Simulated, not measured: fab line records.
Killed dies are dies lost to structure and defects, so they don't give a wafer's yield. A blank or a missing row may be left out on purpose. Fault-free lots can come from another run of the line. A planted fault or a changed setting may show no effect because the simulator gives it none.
fab line records ; flow n5_finfet
[record] lots = 7; wafers = 21
route steps=1938 shown WELL_APT@21 FIN_SAQP@96 DUMMY_GATE@224 SD_EPI_N@278
start_h: the number of hours between the record's first day and the start of the first shown wafer of the lot ; wait_h: time in hours since the lot's previous step ; " same as the row above ; L1.1+2: a row that stands for several wafers ; - no value, or no start was given ; * or withheld: withheld ; < > ~ a bound
route shown NAME@n: names a module that has steps shown in the file, with the first one's number in the route ; usual: average and standard deviation across the fault-free wafers ; same: alike in all rows ; chamber/n: place in a boat ; sites: readings site by site ; _std_site: the standard deviation of these ; _edge_site: outer sites' mean less inner sites' ; radius_mm: how far each site lies from the wafer's centre ; mask NAME#n: copy n ; behind: tool/chamber where the wafer was last shaped ; hold: reason for holding the lot/hours on hold/outcome of the hold ; device: the n, p or np transistor that did not switch ; end of line: at the end of the route, the tests of the same wafers ; a step without rows: its recipe alone ; killed: at the first sort, the dies lost to defects and structure; wafer yield is something else ; map: dies across one wafer; x = killed, . = not, _ = none there
set.NAME: the setting the step ran with; set.NAME@STEP: the setting that earlier step ran with ; model.NAME: the simulator's own value behind a step, which no gauge read
lots whose settings were changed on purpose; a table a step, a row a wafer
[[steps]]
[step N5_WELL_APT_COAT_02]
[recipe] spin_rpm = 1357; resist_thk_nm = 950
lot.wafer;tool;chamber;start_h;wait_h;set.spin_rpm;model.coat_of_WELL_APT_COAT_02.thk_nm
L078.2;litho_track-05;0;-;-;1306;965.6
L078.4;litho_track-05;0;-;-;1306;968.4
L078.5;litho_track-05;0;-;-;1357;949.1
L087.2;litho_track-03;0;-;-;1357;953.3
L087.5;litho_track-03;0;-;-;1357;952.5
L087.6;litho_track-03;0;-;-;1357;953.9
L088.1;litho_track-01;0;-;-;1407;937.2
L088.2;litho_track-01;0;-;-;1357;953.8
L088.6;litho_track-01;0;-;-;1357;951.9
L090.2;litho_track-03;0;-;-;1357;946.4
L090.3;litho_track-03;0;-;-;1357;944.2
L090.5;litho_track-03;0;-;-;1357;947.3
L095.2;litho_track-05;0;-;-;1357;955.4
L095.3;litho_track-05;0;-;-;1357;953.8
L095.5;litho_track-05;0;-;-;1357;953
L096.1;litho_track-01;0;-;-;1357;951.9
L096.2;litho_track-01;0;-;-;1479;910.5
L096.6;litho_track-01;0;-;-;1357;952.8
L097.3;litho_track-01;0;-;-;1357;950.5
L097.4;litho_track-01;0;-;-;1357;950.8
L097.5;litho_track-01;0;-;-;1357;948.7
[step N5_FIN_SAQP_HM_DEP_03]
[recipe] material = SiNx; target_thk_a = 380; temp_c = 400; precursor = SiH4/NH3/N2; pressure_torr = 1.5; rf_w = 300; time_s = 33.6
lot.wafer;tool;chamber;start_h;wait_h;set.time_s;model.SiNx_of_FIN_SAQP_HM_DEP_03.thk_nm
L078.2;pecvd-04;0;45.21;0.2;33.6;38.14
L078.4;pecvd-04;0;45.21;0.2;31.56;36.14
L078.5;pecvd-04;1;45.21;0.2;33.6;38.5
L087.2;pecvd-03;2;99.50;0.2;33.6;37.23
L087.5;pecvd-03;0;99.50;0.2;38.21;43.28
L087.6;pecvd-03;1;99.50;0.2;38.21;43.57
L088.1;pecvd-03;2;105.24;0.2;33.6;37.8
L088.2;pecvd-03;0;105.24;0.2;35.63;40.1
L088.6;pecvd-03;1;105.24;0.2;33.6;38.58
L090.2;pecvd-04;2;116.98;0.2;33.6;37.94
L090.3;pecvd-04;0;116.98;0.2;33.6;37.57
L090.5;pecvd-04;1;116.98;0.2;33.6;38.12
L095.2;pecvd-04;2;147.18;0.2;37.76;42.02
L095.3;pecvd-04;0;147.18;0.2;33.6;37.18
L095.5;pecvd-04;2;147.18;0.2;37.76;43.16
L096.1;pecvd-02;0;153.66;0.2;37.76;42.2
L096.2;pecvd-02;2;153.66;0.2;33.6;37.73
L096.6;pecvd-02;1;153.66;0.2;33.6;38.13
L097.3;pecvd-02;0;158.34;0.1;38.21;42.74
L097.4;pecvd-02;0;158.34;0.1;33.6;38.38
L097.5;pecvd-02;2;158.34;0.1;38.21;43.6
[step N5_FIN_SAQP_THK_MEAS_05]
[usual] thk_nm = 37.9/0.5
lot.wafer;tool;chamber;start_h;wait_h;set.time_s@FIN_SAQP_HM_DEP_03;thk_nm
L078.2;film_metro-01;-;45.30;0.1;33.6;38.2
L078.4;film_metro-01;-;45.30;0.1;31.56;36.2
L078.5;film_metro-01;-;45.30;0.1;33.6;38.5
L087.2;film_metro-01;-;99.59;0.1;33.6;37.2
L087.5;film_metro-01;-;99.59;0.1;38.21;43.3
L087.6;film_metro-01;-;99.59;0.1;38.21;43.6
L088.1;film_metro-01;-;105.33;0.1;33.6;37.8
L088.2;film_metro-01;-;105.33;0.1;35.63;40.1
L088.6;film_metro-01;-;105.33;0.1;33.6;38.6
L090.2;film_metro-02;-;117.07;0.1;33.6;38.0
L090.3;film_metro-02;-;117.07;0.1;33.6;37.5
L090.5;film_metro-02;-;117.07;0.1;33.6;38.1
L095.2;film_metro-02;-;147.27;0.1;37.76;42.1
L095.3;film_metro-02;-;147.27;0.1;33.6;37.2
L095.5;film_metro-02;-;147.27;0.1;37.76;43.2
L096.1;film_metro-02;-;153.75;0.1;37.76;42.2
L096.2;film_metro-02;-;153.75;0.1;33.6;37.7
L096.6;film_metro-02;-;153.75;0.1;33.6;38.1
L097.3;film_metro-02;-;158.43;0.1;38.21;42.7
L097.4;film_metro-02;-;158.43;0.1;33.6;38.3
L097.5;film_metro-02;-;158.43;0.1;38.21;43.6
[step N5_FIN_SAQP_EXPOSE_13]
[recipe] mask_id = FIN_CORE; na = 1.35; source_shape = dipole; sigma_inner = 0.538; sigma_outer = 0.738; polarization = te; target_cd_nm = 35.6; dose_mj = 63.25
lot.wafer;tool;chamber;start_h;wait_h;mask;set.dose_mj
L078.2+4+5;arfi_scanner-01;0;45.87;-;FIN_CORE#0;63.25
L087.2+5;arfi_scanner-01;0;100.16;-;FIN_CORE#0;59.98
L087.6;arfi_scanner-01;0;100.16;-;FIN_CORE#0;63.25
L088.1+2+6;arfi_scanner-01;0;105.77;-;FIN_CORE#0;63.25
L090.2+3+5;arfi_scanner-01;0;117.64;-;FIN_CORE#0;63.25
L095.2+3+5;arfi_scanner-03;0;147.84;-;FIN_CORE#0;63.25
L096.1;arfi_scanner-02;0;154.31;-;FIN_CORE#0;66.76
L096.2+6;arfi_scanner-02;0;154.31;-;FIN_CORE#0;63.25
L097.3+5;arfi_scanner-03;0;159.00;-;FIN_CORE#0;63.25
L097.4;arfi_scanner-03;0;159.00;-;FIN_CORE#0;67.81
[step N5_FIN_SAQP_PEB_14]
[recipe] peb_temp_c = withheld; peb_time_s = 60; resist = CAR-ArF
[step N5_FIN_SAQP_DEVELOP_15]
[recipe] develop_time_s = 30; developer = TMAH; resist = CAR-ArF; dev_temp_c = 23; rinse_liquid = diw; dry = air_spin
[step N5_FIN_SAQP_CD_MEAS_16]
[recipe] target_cd_nm = 35.6; landing_energy_ev = 500; detector = se_inlens
[usual] cd_nm = 35.5/0.32
lot.wafer;tool;chamber;start_h;wait_h;set.dose_mj@FIN_SAQP_EXPOSE_13;cd_nm
L078.2;cd_sem-02;0;46.00;-;63.25;35.0
L078.4;cd_sem-02;0;46.00;-;63.25;35.8
L078.5;cd_sem-02;0;46.00;-;63.25;34.9
L087.2;cd_sem-02;0;100.28;-;59.98;37.0
L087.5;cd_sem-02;0;100.28;-;59.98;37.4
L087.6;cd_sem-02;0;100.28;-;63.25;35.8
L088.1;cd_sem-03;0;105.89;-;63.25;35.2
L088.2;cd_sem-03;0;105.89;-;63.25;35.1
L088.6;cd_sem-03;0;105.89;-;63.25;35.5
L090.2;cd_sem-03;0;117.77;-;63.25;35.3
L090.3;cd_sem-03;0;117.77;-;63.25;35.2
L090.5;cd_sem-03;0;117.77;-;63.25;36.1
L095.2;cd_sem-03;0;147.96;-;63.25;35.4
L095.3;cd_sem-03;0;147.96;-;63.25;35.8
L095.5;cd_sem-03;0;147.96;-;63.25;35.5
L096.1;cd_sem-03;0;154.44;-;66.76;33.7
L096.2;cd_sem-03;0;154.44;-;63.25;35.6
L096.6;cd_sem-03;0;154.44;-;63.25;35.4
L097.3;cd_sem-02;0;159.12;-;63.25;35.6
L097.4;cd_sem-02;0;159.12;-;67.81;33.0
L097.5;cd_sem-02;0;159.12;-;63.25;35.3
[step N5_FIN_SAQP_ETCH_52]
[recipe] chemistry = N2/H2; target = SOC; target_depth_a = 1000; overetch_a = 200; mask_material = SiARC; temp_c = 40; time_s = 150; ion_energy_ev = 200; pressure_mtorr = 30; source_w = 840; bias_w = 150; n2_flow_sccm = 200; h2_flow_sccm = 200; ends = end_point
[usual] rf_vpp_V = 524.1/2.6
lot.wafer;tool;chamber;start_h;wait_h;set.source_w;rf_vpp_V
L078.2;rie_diel-06;3;46.18;0.0;840;522.0
L078.4;rie_diel-06;2;46.18;0.0;888.3;517.7
L078.5;rie_diel-06;3;46.18;0.0;840;522.6
L087.2;rie_diel-01;3;100.47;0.0;840;523.0
L087.5;rie_diel-01;0;100.47;0.0;840;523.8
L087.6;rie_diel-01;3;100.47;0.0;840;522.0
L088.1;rie_diel-02;3;106.11;0.0;708.4;553.5
L088.2;rie_diel-02;0;106.11;0.0;840;528.7
L088.6;rie_diel-02;3;106.11;0.0;708.4;553.8
L090.2;rie_diel-06;0;117.96;0.0;840;527.0
L090.3;rie_diel-06;3;117.96;0.0;840;521.2
L090.5;rie_diel-06;2;117.96;0.0;840;527.7
L095.2;rie_diel-02;3;148.15;0.0;745.5;544.1
L095.3;rie_diel-02;1;148.15;0.0;745.5;541.8
L095.5;rie_diel-02;3;148.15;0.0;840;522.0
L096.1;rie_diel-06;3;154.63;0.0;727.2;547.6
L096.2;rie_diel-06;2;154.63;0.0;840;526.6
L096.6;rie_diel-06;3;154.63;0.0;727.2;548.8
L097.3;rie_diel-02;2;159.40;0.1;840;526.9
L097.4;rie_diel-02;0;159.40;0.1;840;527.6
L097.5;rie_diel-02;0;159.40;0.1;840;526.4
[step N5_FIN_SAQP_SPACER1_ALD_24]
[recipe] material = SiO2; target_thk_a = 203; temp_c = 300; ald_precursor_family = BDEAS; ald_co_reactant = O2-plasma; pulse_time_s = 1; purge_time_s = 2; co_reactant_purge_time_s = 2; ald_cycles = 218; pressure_torr = 2
lot.wafer;tool;chamber;start_h;wait_h;set.ald_cycles;set.time_s@FIN_SAQP_HM_DEP_03;model.SiO2_of_FIN_SAQP_SPACER1_ALD_24.thk_nm
L078.2+5;ald_sin-01;1,3;47.18;0.3;218;33.6;20.4
L078.4;ald_sin-01;0;47.18;0.3;218;31.56;20.4
L087.2;ald_sin-04;3;101.49;0.3;184;33.6;17.2
L087.5+6;ald_sin-04;1,2;101.49;0.3;218;38.21;20.2
L088.1;ald_sin-01;3;107.11;0.3;218;33.6;20.2
L088.2;ald_sin-01;1;107.11;0.3;218;35.63;20.4
L088.6;ald_sin-01;3;107.11;0.3;218;33.6;20.4
L090.2+3;ald_sin-01;1,0;119.18;0.3;218;33.6;20.2
L090.5;ald_sin-01;2;119.18;0.3;218;33.6;20
L095.2+5;ald_sin-04;2,0;149.33;0.4;246;37.76;23
L095.3;ald_sin-04;3;149.33;0.4;246;33.6;23
L096.1;ald_sin-03;3;155.63;0.3;218;37.76;20.4
L096.2+6;ald_sin-03;2,1;155.63;0.3;218;33.6;20.4
L097.3+5;ald_sin-01;0,1;160.44;0.1;204;38.21;19
L097.4;ald_sin-01;3;160.44;0.1;204;33.6;18.8
[step N5_FIN_SAQP_SPACER1_ETCHBACK_25]
[recipe] chemistry = CHF3/O2; mode = anisotropic_etchback; target = SiO2; target_depth_a = 244; time_s = 12.2; pressure_mtorr = 30; source_w = 650; bias_w = 170; Ar_flow_sccm = 200; CHF3_flow_sccm = 50; O2_flow_sccm = 5; ion_energy_ev = 200
[step N5_FIN_SAQP_MANDREL1_REMOVE_56]
[recipe] chemistry = HBr/Cl2/O2; bt_time_s = 10; target = a-Si; stop_on = SiNx; endpoint = OES-SiCl; over_etch_frac = 1; icp_w = 600; bias_w = 22; HBr_flow_sccm = 150; Cl2_flow_sccm = 80; O2_flow_sccm = 5; pressure_mtorr = 10
lot.wafer;tool;chamber;start_h;wait_h;set.time_s@FIN_SAQP_HM_DEP_03;model.FIN_SAQP.cd_nm
L078.2;rie_si-01;0;48.13;0.1;33.6;20.2
L078.4;rie_si-01;3;48.13;0.1;31.56;20.4
L078.5;rie_si-01;3;48.13;0.1;33.6;20.4
L087.2;rie_si-04;1;102.30;0.1;33.6;17
L087.5+6;rie_si-04;3,1;102.30;0.1;38.21;20.2
L088.1+6;rie_si-04;2,3;108.00;0.1;33.6;20.2
L088.2;rie_si-04;3;108.00;0.1;35.63;20.4
L090.2;rie_si-04;3;119.99;0.1;33.6;20.4
L090.3;rie_si-04;1;119.99;0.1;33.6;20.2
L090.5;rie_si-04;0;119.99;0.1;33.6;20
L095.2+5;rie_si-04;3,2;150.15;0.1;37.76;22.8
L095.3;rie_si-04;0;150.15;0.1;33.6;22.8
L096.1;rie_si-04;3;156.43;0.1;37.76;20.4
L096.2;rie_si-04;2;156.43;0.1;33.6;20.2
L096.6;rie_si-04;3;156.43;0.1;33.6;20.4
L097.3+5;rie_si-01;0,1;161.27;0.1;38.21;19
L097.4;rie_si-01;1;161.27;0.1;33.6;19
[step N5_FIN_SAQP_ETCH_57]
[recipe] chemistry = CH3F/O2; target = SiNx; mask_material = SiO2; target_depth_a = 325; time_s = 46.4; pressure_mtorr = 30; source_w = 395; bias_w = 73; Ar_flow_sccm = 150; CH3F_flow_sccm = 30; O2_flow_sccm = 20; ion_energy_ev = 120; ends = cleared
[step N5_FIN_SAQP_SPACER2_ALD_28]
[recipe] material = SiO2; target_thk_a = 81; temp_c = 300; ald_precursor_family = BDEAS; ald_co_reactant = O2-plasma; pulse_time_s = 1; purge_time_s = 2; co_reactant_purge_time_s = 2; pressure_torr = 2
[step N5_FIN_SAQP_SPACER2_ETCHBACK_29]
[recipe] chemistry = CHF3/O2; mode = anisotropic_etchback; target = SiO2; target_depth_a = 122; time_s = 6.1; pressure_mtorr = 30; source_w = 650; bias_w = 170; Ar_flow_sccm = 200; CHF3_flow_sccm = 50; O2_flow_sccm = 5; ion_energy_ev = 200
[step N5_FIN_SAQP_MANDREL2_REMOVE_60]
[recipe] chemistry = HBr/Cl2/O2; bt_time_s = 10; target = a-Si; stop_on = SiNx; endpoint = OES-SiCl; over_etch_frac = 1; icp_w = 600; bias_w = 22; HBr_flow_sccm = 150; Cl2_flow_sccm = 80; O2_flow_sccm = 5; pressure_mtorr = 10
lot.wafer;tool;chamber;start_h;wait_h;set.time_s@FIN_SAQP_HM_DEP_03;model.SiNx_of_FIN_SAQP_HM_DEP_03.thk_nm
L078.2;rie_si-04;1;49.67;0.1;33.6;37.6
L078.4;rie_si-04;0;49.67;0.1;31.56;35.2
L078.5;rie_si-04;2;49.67;0.1;33.6;37.8
L087.2;rie_si-05;2;104.75;0.1;33.6;36.6
L087.5;rie_si-05;0;104.75;0.1;38.21;42.6
L087.6;rie_si-05;3;104.75;0.1;38.21;43
L088.1;rie_si-05;1;110.12;0.1;33.6;37.2
L088.2;rie_si-05;0;110.12;0.1;35.63;39.4
L088.6;rie_si-05;3;110.12;0.1;33.6;38
L090.2;rie_si-04;2;121.82;0.1;33.6;37.2
L090.3;rie_si-04;3;121.82;0.1;33.6;37
L090.5;rie_si-04;3;121.82;0.1;33.6;37.4
L095.2;rie_si-01;0;151.82;0.1;37.76;41.4
L095.3;rie_si-01;2;151.82;0.1;33.6;36.4
L095.5;rie_si-01;2;151.82;0.1;37.76;42.4
L096.1;rie_si-01;3;157.98;0.1;37.76;41.6
L096.2;rie_si-01;0;157.98;0.1;33.6;37
L096.6;rie_si-01;2;157.98;0.1;33.6;37.6
L097.3;rie_si-01;0;162.82;0.1;38.21;42.2
L097.4;rie_si-01;2;162.82;0.1;33.6;37.6
L097.5;rie_si-01;0;162.82;0.1;38.21;43
[step N5_FIN_SAQP_HM_OPEN_33]
[recipe] chemistry = CH3F/O2; target = SiNx; mask_material = SiO2; target_depth_a = 494; time_s = 70.6; pressure_mtorr = 30; source_w = 395; bias_w = 73; Ar_flow_sccm = 150; CH3F_flow_sccm = 30; O2_flow_sccm = 20; ion_energy_ev = 120; ends = cleared
[usual] etch_rf_on_time_s = 68.4/1.7
lot.wafer;tool;chamber;start_h;wait_h;set.time_s@FIN_SAQP_HM_DEP_03;etch_rf_on_time_s;model.etch.depth_nm
L078.2;rie_diel-01;0;49.83;0.0;33.6;70.2;37.51
L078.4;rie_diel-01;2;49.83;0.0;31.56;65.4;35.29
L078.5;rie_diel-01;3;49.83;0.0;33.6;70.3;37.87
L087.2;rie_diel-01;1;104.93;0.1;33.6;68.8;36.54
L087.5;rie_diel-01;0;104.93;0.1;38.21;79.9;42.59
L087.6;rie_diel-01;3;104.93;0.1;38.21;79.5;42.94
L088.1;rie_diel-06;0;110.28;0.0;33.6;66.6;37.17
L088.2;rie_diel-06;2;110.28;0.0;35.63;72.3;39.45
L088.6;rie_diel-06;3;110.28;0.0;33.6;67.8;37.96
L090.2;rie_diel-01;2;122.23;0.3;33.6;69.1;37.25
L090.3;rie_diel-01;1;122.23;0.3;33.6;68.3;36.94
L090.5;rie_diel-01;1;122.23;0.3;33.6;69.0;37.5
L095.2;rie_diel-06;3;152.00;0.1;37.76;73.5;41.33
L095.3;rie_diel-06;0;152.00;0.1;33.6;65.4;36.48
L095.5;rie_diel-06;0;152.00;0.1;37.76;75.8;42.47
L096.1;rie_diel-01;3;158.14;0.0;37.76;78.0;41.57
L096.2;rie_diel-01;0;158.14;0.0;33.6;70.6;37.02
L096.6;rie_diel-01;0;158.14;0.0;33.6;71.9;37.51
L097.3;rie_diel-02;2;163.01;0.1;38.21;76.7;42.11
L097.4;rie_diel-02;0;163.01;0.1;33.6;68.3;37.68
L097.5;rie_diel-02;2;163.01;0.1;38.21;77.3;42.97
[step N5_FIN_SAQP_ETCH_34]
[recipe] chemistry = C4F6/O2; target = SiO2; target_depth_a = 450; time_s = 15; ion_energy_ev = 250; pressure_mtorr = 30; source_w = 345; bias_w = 185; Ar_flow_sccm = 300; C4F6_flow_sccm = 10; O2_flow_sccm = 10; ends = cleared
[step N5_FIN_SAQP_STRIP_77]
[recipe] chemistry = N2/H2; time_s = 90; power_w = 100; temp_c = 40; pressure_mtorr = 100; rf_frequency_hz = 6e+07; bias_power_w = 3; n2_flow_sccm = 300; h2_flow_sccm = 300
[step N5_FIN_SAQP_PRECLEAN_38]
[recipe] chemistry = O3/DIW; time_s = 45; temp_c = 22; o3_ppm = 10
[step N5_FIN_SAQP_PRECLEAN_45]
[recipe] chemistry = dHF; time_s = 10; dilution = 500:1; temp_c = 25
lot.wafer;tool;chamber;start_h;wait_h;set.time_s@FIN_SAQP_HM_DEP_03;model.SiNx_of_FIN_SAQP_HM_DEP_03.thk_nm
L078.2;wet_bench-01;6;50.29;0.0;33.6;21
L078.4;wet_bench-01;5;50.29;0.0;31.56;19
L078.5;wet_bench-01;1;50.29;0.0;33.6;21.4
L087.2;wet_bench-03;0;105.39;0.0;33.6;20.4
L087.5;wet_bench-03;5;105.39;0.0;38.21;26.4
L087.6;wet_bench-03;4;105.39;0.0;38.21;26.2
L088.1;wet_bench-05;2;110.74;0.0;33.6;21.2
L088.2;wet_bench-05;0;110.74;0.0;35.63;23.4
L088.6;wet_bench-05;3;110.74;0.0;33.6;21.8
L090.2+5;wet_bench-05;4,5;122.70;0.0;33.6;21.2
L090.3;wet_bench-05;6;122.70;0.0;33.6;20.2
L095.2;wet_bench-01;2;152.48;0.0;37.76;24.6
L095.3;wet_bench-01;5;152.48;0.0;33.6;19.8
L095.5;wet_bench-01;6;152.48;0.0;37.76;25.8
L096.1;wet_bench-03;7;158.60;0.0;37.76;24.6
L096.2;wet_bench-03;5;158.60;0.0;33.6;20.8
L096.6;wet_bench-03;6;158.60;0.0;33.6;21.2
L097.3;wet_bench-05;6;163.53;0.0;38.21;26
L097.4;wet_bench-05;2;163.53;0.0;33.6;21
L097.5;wet_bench-05;3;163.53;0.0;38.21;26.4
[step N5_DUMMY_GATE_COAT_28]
[recipe] resist = underlayer; temp_c = 205; time_s = 60; spin_rpm = 1500; resist_thk_nm = 10
lot.wafer;tool;chamber;start_h;wait_h;set.spin_rpm;model.underlayer_of_DUMMY_GATE_COAT_28.thk_nm
L078.2+4;litho_track-04;0;-;-;1578;9.8
L078.5;litho_track-04;0;-;-;1500;10
L087.2+6;litho_track-02;0;-;-;1500;10
L087.5;litho_track-02;0;-;-;1375;10.4
L088.1+2+6;litho_track-03;0;-;-;1500;10
L090.2+3+5;litho_track-03;0;-;-;1500;10
L095.2+3;litho_track-03;0;-;-;1500;10
L095.5;litho_track-03;0;-;-;1438;10.2
L096.1+2;litho_track-04;0;-;-;1423;10.4
L096.6;litho_track-04;0;-;-;1500;10
L097.3;litho_track-02;0;-;-;1386;10.4
L097.4+5;litho_track-02;0;-;-;1500;10
[step N5_DUMMY_GATE_EXPOSE_12]
[recipe] mask_id = GATE; na = 0.33; source_shape = annular; sigma_inner = 0.2; sigma_outer = 0.6; polarization = unpolarized; target_cd_nm = 25; dose_mj = 34
lot.wafer;tool;chamber;start_h;wait_h;mask;set.dose_mj
L078.2+4;euv_scanner-02;0;69.38;-;GATE#0;36.34
L078.5;euv_scanner-02;0;69.38;-;GATE#0;34
L087.2+6;euv_scanner-01;0;126.75;-;GATE#0;34
L087.5;euv_scanner-01;0;126.75;-;GATE#0;36
L088.1+2+6;euv_scanner-02;0;131.46;-;GATE#0;34
L090.2+3+5;euv_scanner-02;0;141.36;-;GATE#0;34
L095.2+3+5;euv_scanner-02;0;171.59;-;GATE#0;34
L096.1+2;euv_scanner-02;0;178.87;-;GATE#0;34
L096.6;euv_scanner-02;0;178.87;-;GATE#0;32.6
L097.3+4;euv_scanner-01;0;182.52;-;GATE#0;34
L097.5;euv_scanner-01;0;182.52;-;GATE#0;34.83
[step N5_DUMMY_GATE_PEB_13]
[recipe] peb_temp_c = 100; peb_time_s = 60; resist = CAR-EUV
[step N5_DUMMY_GATE_DEVELOP_14]
[recipe] develop_time_s = 30; developer = TMAH; resist = CAR-EUV; rinse_liquid = surfactant_rinse; dry = air_spin; dev_temp_c = 23
[step N5_DUMMY_GATE_TRIM_49]
[recipe] chemistry = O2; resist = SOC; time_s = 29; target_cd_nm = 14; source_power_w = 300; bias_power_w = 0; O2_flow_sccm = 100; temp_c = 20
[step N5_DUMMY_GATE_STRIP_40]
[recipe] chemistry = CF4; resist = SiARC; power_w = 300; bias_power_w = 75; pressure_mtorr = 50; cf4_flow_sccm = 150; rf_frequency_hz = 6e+07
[step N5_DUMMY_GATE_CD_MEAS_50]
[recipe] target_cd_nm = 14
[usual] cd_nm = 13.9/0.36
lot.wafer;tool;chamber;start_h;wait_h;set.dose_mj@DUMMY_GATE_EXPOSE_12;cd_nm
L078.2;cd_sem-01;-;70.43;0.0;36.34;12.8
L078.4;cd_sem-01;-;70.43;0.0;36.34;12.8
L078.5;cd_sem-01;-;70.43;0.0;34;14.2
L087.2;cd_sem-03;-;127.38;0.0;34;13.9
L087.5;cd_sem-03;-;127.38;0.0;36;13.0
L087.6;cd_sem-03;-;127.38;0.0;34;14.0
L088.1;cd_sem-01;-;132.32;0.0;34;14.0
L088.2;cd_sem-01;-;132.32;0.0;34;13.9
L088.6;cd_sem-01;-;132.32;0.0;34;14.4
L090.2;cd_sem-03;-;142.17;0.0;34;13.9
L090.3;cd_sem-03;-;142.17;0.0;34;13.8
L090.5;cd_sem-03;-;142.17;0.0;34;13.7
L095.2;cd_sem-03;-;172.22;0.0;34;13.5
L095.3;cd_sem-03;-;172.22;0.0;34;13.4
L095.5;cd_sem-03;-;172.22;0.0;34;13.6
L096.1;cd_sem-01;-;179.50;0.0;34;14.0
L096.2;cd_sem-01;-;179.50;0.0;34;13.4
L096.6;cd_sem-01;-;179.50;0.0;32.6;14.1
L097.3;cd_sem-01;-;183.20;0.0;34;13.8
L097.4;cd_sem-01;-;183.20;0.0;34;14.0
L097.5;cd_sem-01;-;183.20;0.0;34.83;13.7
[step N5_SD_EPI_N_ETCH_45]
[recipe] chemistry = CH3F/O2; target = SiOCN; target_depth_a = 60; mask_material = SOC; ion_energy_ev = 60; bias_w = 29; pressure_mtorr = 15; source_w = 410; Ar_flow_sccm = 150; CH3F_flow_sccm = 30; O2_flow_sccm = 20
lot.wafer;tool;chamber;start_h;wait_h;set.target_depth_a;model.etch.depth_nm
L078.2;rie_diel-06;3;73.14;0.1;60;6.191
L078.4;rie_diel-06;1;73.14;0.1;57.92;5.815
L078.5;rie_diel-06;0;73.14;0.1;57.92;5.828
L087.2;rie_diel-01;1;129.90;0.1;60;5.969
L087.5;rie_diel-01;2;129.90;0.1;60;5.966
L087.6;rie_diel-01;1;129.90;0.1;53.9;5.384
L088.1;rie_diel-06;3;134.80;0.1;60;6.29
L088.2;rie_diel-06;2;134.80;0.1;57.54;5.758
L088.6;rie_diel-06;3;134.80;0.1;60;6.227
L090.2;rie_diel-02;3;144.81;0.1;60;5.976
L090.3;rie_diel-02;2;144.81;0.1;60;6.151
L090.5;rie_diel-02;1;144.81;0.1;60;5.967
L095.2;rie_diel-02;0;174.70;0.1;60;6.122
L095.3;rie_diel-02;3;174.70;0.1;60;6.135
L095.5;rie_diel-02;3;174.70;0.1;60;6.134
L096.1;rie_diel-01;3;181.80;0.1;60;6.083
L096.2;rie_diel-01;1;181.80;0.1;60;5.965
L096.6;rie_diel-01;0;181.80;0.1;60;5.941
L097.3;rie_diel-06;1;185.59;0.1;60;6.213
L097.4;rie_diel-06;2;185.59;0.1;66.25;6.553
L097.5;rie_diel-06;2;185.59;0.1;60;5.985
[[key]]
[split] step = N5_WELL_APT_COAT_02; setting = spin_rpm; stated = 1357; by = wafer
[response] step = N5_WELL_APT_COAT_02; reading = model.coat_of_WELL_APT_COAT_02.thk_nm; change = -4.61; per = 1%; r = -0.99
[split] step = N5_FIN_SAQP_HM_DEP_03; setting = time_s; stated = 33.6; by = wafer
[response] step = N5_FIN_SAQP_HM_DEP_03; reading = model.SiNx_of_FIN_SAQP_HM_DEP_03.thk_nm; change = +0.39; per = 1%; r = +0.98
[response] step = N5_FIN_SAQP_THK_MEAS_05; reading = thk_nm; change = *; per = 1%; r = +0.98
[response] step = N5_FIN_SAQP_SPACER1_ALD_24; reading = model.SiO2_of_FIN_SAQP_SPACER1_ALD_24.thk_nm; shape = bent; at_lowest = 20.4; at_stated = 20.13; at_highest = 19.6
[response] step = N5_FIN_SAQP_MANDREL1_REMOVE_56; reading = model.FIN_SAQP.cd_nm; shape = bent; at_lowest = 20.4; at_stated = 20.08; at_highest = 19.6
[response] step = N5_FIN_SAQP_MANDREL2_REMOVE_60; reading = model.SiNx_of_FIN_SAQP_HM_DEP_03.thk_nm; change = +0.398; per = 1%; r = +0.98
[response] step = N5_FIN_SAQP_HM_OPEN_33; reading = etch_rf_on_time_s; change = *; per = 1%; r = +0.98
[response] step = N5_FIN_SAQP_HM_OPEN_33; reading = model.etch.depth_nm; change = +0.395; per = 1%; r = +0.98
[response] step = N5_FIN_SAQP_PRECLEAN_45; reading = model.SiNx_of_FIN_SAQP_HM_DEP_03.thk_nm; change = +0.381; per = 1%; r = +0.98
[split] step = N5_FIN_SAQP_EXPOSE_13; setting = dose_mj; stated = 63.25; by = wafer
[response] step = N5_FIN_SAQP_CD_MEAS_16; reading = cd_nm; change = -0.313; per = 1%; r = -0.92
[split] step = N5_FIN_SAQP_ETCH_52; setting = source_w; stated = 840; by = wafer
[response] step = N5_FIN_SAQP_ETCH_52; reading = rf_vpp_V; change = -1.61; per = 1%; r = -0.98
[split] step = N5_FIN_SAQP_SPACER1_ALD_24; setting = ald_cycles; stated = 218; by = wafer
response none clear
[split] step = N5_DUMMY_GATE_COAT_28; setting = spin_rpm; stated = 1500; by = wafer
[response] step = N5_DUMMY_GATE_COAT_28; reading = model.underlayer_of_DUMMY_GATE_COAT_28.thk_nm; change = -0.0521; per = 1%; r = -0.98
[split] step = N5_DUMMY_GATE_EXPOSE_12; setting = dose_mj; stated = 34; by = wafer
[response] step = N5_DUMMY_GATE_CD_MEAS_50; reading = cd_nm; change = -0.166; per = 1%; r = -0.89
[split] step = N5_SD_EPI_N_ETCH_45; setting = target_depth_a; stated = 60; by = wafer
[response] step = N5_SD_EPI_N_ETCH_45; reading = model.etch.depth_nm; change = +0.0582; per = 1%; r = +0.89
